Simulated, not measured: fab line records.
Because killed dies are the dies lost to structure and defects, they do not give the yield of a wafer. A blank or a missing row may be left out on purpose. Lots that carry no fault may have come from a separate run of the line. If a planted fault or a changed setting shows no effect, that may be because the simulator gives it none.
Split-lot experiment || flow n5-finfet || on a route of 1938 steps: 7 lots, 39 wafers read

THE SPLIT ITSELF
At N5_BEOL_M0_SAQP_SPACER1_ALD_98 (deposits SiO2, target thk 12.8 nm, pulse time 1 s, purge time 2 s), the setting ald-cycles was moved away from the recipe's 138 on 15 of the 39 wafers read, by -57.2% to +54.3%. The other wafers ran this setting at the recipe's value.

FROM THE SPLIT TO THE READING: what the file shows between them, 2 steps
- N5_BEOL_M0_SAQP_SPACER1_ETCHBACK_99: etches SiO2 in CHF3/O2, target depth 15.4 nm, time 7.7 s
- N5_BEOL_M0_SAQP_MANDREL1_REMOVE_100: chemistry HBr/Cl2/O2, target a-Si, stops on SiNx, bt time 10 s

THE READING
cd-nm (nm) at N5_BEOL_M0_SAQP_CD_MEAS_25, where the cd target is 13.1 nm. Fault-free wafers of this fab line usually give 12.83 nm, standard deviation 0.23 nm.

{"wafer": "L078.1", "tool, chamber at the split": "ald-sin-02, 3,1,2,0,2,3", "ald-cycles as run": 138, "against the recipe": "recipe", "cd-nm, nm": 13.08, "against lot-mates on the recipe": "-"}
{"wafer": "L078.2", "tool, chamber at the split": "ald-sin-02, 3,1,2,0,2,3", "ald-cycles as run": 138, "against the recipe": "recipe", "cd-nm, nm": 12.73, "against lot-mates on the recipe": "-"}
{"wafer": "L078.3", "tool, chamber at the split": "ald-sin-02, 3,1,2,0,2,3", "ald-cycles as run": 138, "against the recipe": "recipe", "cd-nm, nm": 12.84, "against lot-mates on the recipe": "-"}
{"wafer": "L078.4", "tool, chamber at the split": "ald-sin-02, 3,1,2,0,2,3", "ald-cycles as run": 138, "against the recipe": "recipe", "cd-nm, nm": 12.76, "against lot-mates on the recipe": "-"}
{"wafer": "L078.5", "tool, chamber at the split": "ald-sin-02, 3,1,2,0,2,3", "ald-cycles as run": 138, "against the recipe": "recipe", "cd-nm, nm": 13.04, "against lot-mates on the recipe": "-"}
{"wafer": "L078.6", "tool, chamber at the split": "ald-sin-02, 3,1,2,0,2,3", "ald-cycles as run": 138, "against the recipe": "recipe", "cd-nm, nm": 12.78, "against lot-mates on the recipe": "-"}
{"wafer": "L083.1", "tool, chamber at the split": "ald-sin-02, 3", "ald-cycles as run": 138, "against the recipe": "recipe", "cd-nm, nm": 13.11, "against lot-mates on the recipe": "-"}
{"wafer": "L083.2", "tool, chamber at the split": "ald-sin-02, 1,0", "ald-cycles as run": 138, "against the recipe": "recipe", "cd-nm, nm": 12.80, "against lot-mates on the recipe": "-"}
{"wafer": "L083.3", "tool, chamber at the split": "ald-sin-02, 1,0", "ald-cycles as run": 138, "against the recipe": "recipe", "cd-nm, nm": 13.09, "against lot-mates on the recipe": "-"}
{"wafer": "L083.4", "tool, chamber at the split": "ald-sin-02, 2,3,2", "ald-cycles as run": 213, "against the recipe": "+54.3%", "cd-nm, nm": 19.86, "against lot-mates on the recipe": "+6.86"}
{"wafer": "L083.5", "tool, chamber at the split": "ald-sin-02, 2,3,2", "ald-cycles as run": 213, "against the recipe": "+54.3%", "cd-nm, nm": 19.75, "against lot-mates on the recipe": "+6.75"}
{"wafer": "L083.6", "tool, chamber at the split": "ald-sin-02, 2,3,2", "ald-cycles as run": 213, "against the recipe": "+54.3%", "cd-nm, nm": 19.89, "against lot-mates on the recipe": "+6.89"}
{"wafer": "L086.1", "tool, chamber at the split": "ald-sin-02, 2,1,3", "ald-cycles as run": 138, "against the recipe": "recipe", "cd-nm, nm": 13.02, "against lot-mates on the recipe": "-"}
{"wafer": "L086.4", "tool, chamber at the split": "ald-sin-02, 2,1,3", "ald-cycles as run": 138, "against the recipe": "recipe", "cd-nm, nm": 12.84, "against lot-mates on the recipe": "-"}
{"wafer": "L086.6", "tool, chamber at the split": "ald-sin-02, 2,1,3", "ald-cycles as run": 138, "against the recipe": "recipe", "cd-nm, nm": 12.93, "against lot-mates on the recipe": "-"}
{"wafer": "L093.1", "tool, chamber at the split": "ald-sin-04, 0,2,1", "ald-cycles as run": 176, "against the recipe": "+27.5%", "cd-nm, nm": 16.57, "against lot-mates on the recipe": "+3.77"}
{"wafer": "L093.2", "tool, chamber at the split": "ald-sin-04, 0,2,1", "ald-cycles as run": 176, "against the recipe": "+27.5%", "cd-nm, nm": 16.31, "against lot-mates on the recipe": "+3.51"}
{"wafer": "L093.3", "tool, chamber at the split": "ald-sin-04, 0,2,1", "ald-cycles as run": 176, "against the recipe": "+27.5%", "cd-nm, nm": 16.10, "against lot-mates on the recipe": "+3.30"}
{"wafer": "L093.4", "tool, chamber at the split": "ald-sin-04, 1,2", "ald-cycles as run": 138, "against the recipe": "recipe", "cd-nm, nm": 13.04, "against lot-mates on the recipe": "-"}
{"wafer": "L093.5", "tool, chamber at the split": "ald-sin-04, 0", "ald-cycles as run": 138, "against the recipe": "recipe", "cd-nm, nm": 12.72, "against lot-mates on the recipe": "-"}
{"wafer": "L093.6", "tool, chamber at the split": "ald-sin-04, 1,2", "ald-cycles as run": 138, "against the recipe": "recipe", "cd-nm, nm": 12.64, "against lot-mates on the recipe": "-"}
{"wafer": "L095.1", "tool, chamber at the split": "ald-sin-04, 1,0,1", "ald-cycles as run": 138, "against the recipe": "recipe", "cd-nm, nm": 12.67, "against lot-mates on the recipe": "-"}
{"wafer": "L095.2", "tool, chamber at the split": "ald-sin-04, 0,2,2", "ald-cycles as run": 96, "against the recipe": "-30.4%", "cd-nm, nm": 9.08, "against lot-mates on the recipe": -3.77}
{"wafer": "L095.3", "tool, chamber at the split": "ald-sin-04, 0,2,2", "ald-cycles as run": 96, "against the recipe": "-30.4%", "cd-nm, nm": 9.18, "against lot-mates on the recipe": -3.67}
{"wafer": "L095.4", "tool, chamber at the split": "ald-sin-04, 1,0,1", "ald-cycles as run": 138, "against the recipe": "recipe", "cd-nm, nm": 12.84, "against lot-mates on the recipe": "-"}
{"wafer": "L095.5", "tool, chamber at the split": "ald-sin-04, 0,2,2", "ald-cycles as run": 96, "against the recipe": "-30.4%", "cd-nm, nm": 8.75, "against lot-mates on the recipe": -4.10}
{"wafer": "L095.6", "tool, chamber at the split": "ald-sin-04, 1,0,1", "ald-cycles as run": 138, "against the recipe": "recipe", "cd-nm, nm": 13.04, "against lot-mates on the recipe": "-"}
{"wafer": "L096.1", "tool, chamber at the split": "ald-sin-03, 3,0,0", "ald-cycles as run": 138, "against the recipe": "recipe", "cd-nm, nm": 12.74, "against lot-mates on the recipe": "-"}
{"wafer": "L096.2", "tool, chamber at the split": "ald-sin-03, 1,2,3", "ald-cycles as run": 59, "against the recipe": "-57.2%", "cd-nm, nm": 5.44, "against lot-mates on the recipe": -7.40}
{"wafer": "L096.3", "tool, chamber at the split": "ald-sin-03, 1,2,3", "ald-cycles as run": 59, "against the recipe": "-57.2%", "cd-nm, nm": 4.95, "against lot-mates on the recipe": -7.89}
{"wafer": "L096.4", "tool, chamber at the split": "ald-sin-03, 3,0,0", "ald-cycles as run": 138, "against the recipe": "recipe", "cd-nm, nm": 12.84, "against lot-mates on the recipe": "-"}
{"wafer": "L096.5", "tool, chamber at the split": "ald-sin-03, 3,0,0", "ald-cycles as run": 138, "against the recipe": "recipe", "cd-nm, nm": 12.95, "against lot-mates on the recipe": "-"}
{"wafer": "L096.6", "tool, chamber at the split": "ald-sin-03, 1,2,3", "ald-cycles as run": 59, "against the recipe": "-57.2%", "cd-nm, nm": 5.35, "against lot-mates on the recipe": -7.49}
{"wafer": "L097.1", "tool, chamber at the split": "ald-sin-02, 0,2,3", "ald-cycles as run": 138, "against the recipe": "recipe", "cd-nm, nm": 13.22, "against lot-mates on the recipe": "-"}
{"wafer": "L097.2", "tool, chamber at the split": "ald-sin-02, 0,2,3", "ald-cycles as run": 138, "against the recipe": "recipe", "cd-nm, nm": 12.56, "against lot-mates on the recipe": "-"}
{"wafer": "L097.3", "tool, chamber at the split": "ald-sin-02, 0,2,3", "ald-cycles as run": 138, "against the recipe": "recipe", "cd-nm, nm": 12.94, "against lot-mates on the recipe": "-"}
{"wafer": "L097.4", "tool, chamber at the split": "ald-sin-02, 1,3", "ald-cycles as run": 92, "against the recipe": "-33.3%", "cd-nm, nm": 8.32, "against lot-mates on the recipe": -4.59}
{"wafer": "L097.5", "tool, chamber at the split": "ald-sin-02, 0", "ald-cycles as run": 92, "against the recipe": "-33.3%", "cd-nm, nm": 8.93, "against lot-mates on the recipe": -3.98}
{"wafer": "L097.6", "tool, chamber at the split": "ald-sin-02, 1,3", "ald-cycles as run": 92, "against the recipe": "-33.3%", "cd-nm, nm": 8.37, "against lot-mates on the recipe": -4.54}
When a row names more than one chamber, that row covers several wafers, and the file does not tell which wafer ran in which chamber.

THE FIT
A straight line over all 39 wafers: cd-nm changes by +0.13 nm for each +1% of ald-cycles; r = +1.00; the points scatter about the line by 0.2 nm.
The same after taking each lot's own level away (the mean of its wafers on the recipe; 39 wafers): +0.129 nm for each +1%; r = +1.00; scatter 0.19 nm.
That fit puts the effect of the largest move of ald-cycles on the reading at 7.4 nm.
From 12.800 to 13.000 nm: that is the span of the lots' own levels, equal to 0.9 times the standard deviation above.
Consequently the slope shifts little with the lot-to-lot level, the two slopes agreeing.
Check: -7.42 nm against its lot-mates is what the line predicts for one of the wafers moved furthest among these (-57.2%) when that wafer is left out of the fit. Against them it came out at -7.4 nm.

OTHER SPLITS ON THESE WAFERS
Note: prior to the reading, these wafers also went through further splits. Each is held against what the fit with the lots' levels taken away leaves over:
{"other split on the same wafers": "N5_FIN_SAQP_PECVD_48 time-s", "wafers away from the commonest value": 15, "r with cd-nm (lot level and that fit taken away)": "+0.12"}
{"other split on the same wafers": "N5_FIN_SAQP_DEVELOP_15 develop-time-s", "wafers away from the commonest value": 15, "r with cd-nm (lot level and that fit taken away)": -0.18}
{"other split on the same wafers": "N5_SD_EPI_N_DEVELOP_08 develop-time-s", "wafers away from the commonest value": 9, "r with cd-nm (lot level and that fit taken away)": -0.11}
{"other split on the same wafers": "N5_HKMG_FIN_ETCH_67 target-depth-a", "wafers away from the commonest value": 18, "r with cd-nm (lot level and that fit taken away)": -0.02}

THE WHOLE CHAIN: every reading that the file lists as answering this split, in the file's order
{"step": "N5_BEOL_M0_SAQP_SPACER1_ALD_98", "what it does": "deposits SiO2, target thk 12.8 nm, pulse time 1 s, purge time 2 s", "reading": "SiO2_of_BEOL_M0_SAQP_SPACER1_ALD_98.thk-nm (the simulator's own value, which no gauge read)", "change (the file's fit)": "+0.128 nm for each +1% of the setting", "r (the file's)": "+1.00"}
{"step": "N5_BEOL_M0_SAQP_MANDREL1_REMOVE_100", "what it does": "chemistry HBr/Cl2/O2, target a-Si, stops on SiNx, bt time 10 s", "reading": "BEOL_M0_SAQP.cd-nm (the simulator's own value, which no gauge read)", "change (the file's fit)": "+0.13 nm for each +1% of the setting", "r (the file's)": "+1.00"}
{"step": "N5_BEOL_M0_SAQP_MANDREL1_REMOVE_100", "what it does": "chemistry HBr/Cl2/O2, target a-Si, stops on SiNx, bt time 10 s", "reading": "SiO2_of_BEOL_M0_SAQP_SPACER1_ALD_98.thk-nm (the simulator's own value, which no gauge read)", "change (the file's fit)": "+0.11 nm for each +1% of the setting", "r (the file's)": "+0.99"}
{"step": "N5_BEOL_M0_SAQP_CD_MEAS_25", "what it does": "target cd 13.1 nm", "reading": "cd-nm", "change (the file's fit)": "+0.129 nm for each +1% of the setting", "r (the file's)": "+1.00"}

THE FILE'S OWN FIT
cd-nm changes by +0.129 nm for each +1% of ald-cycles, r = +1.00.
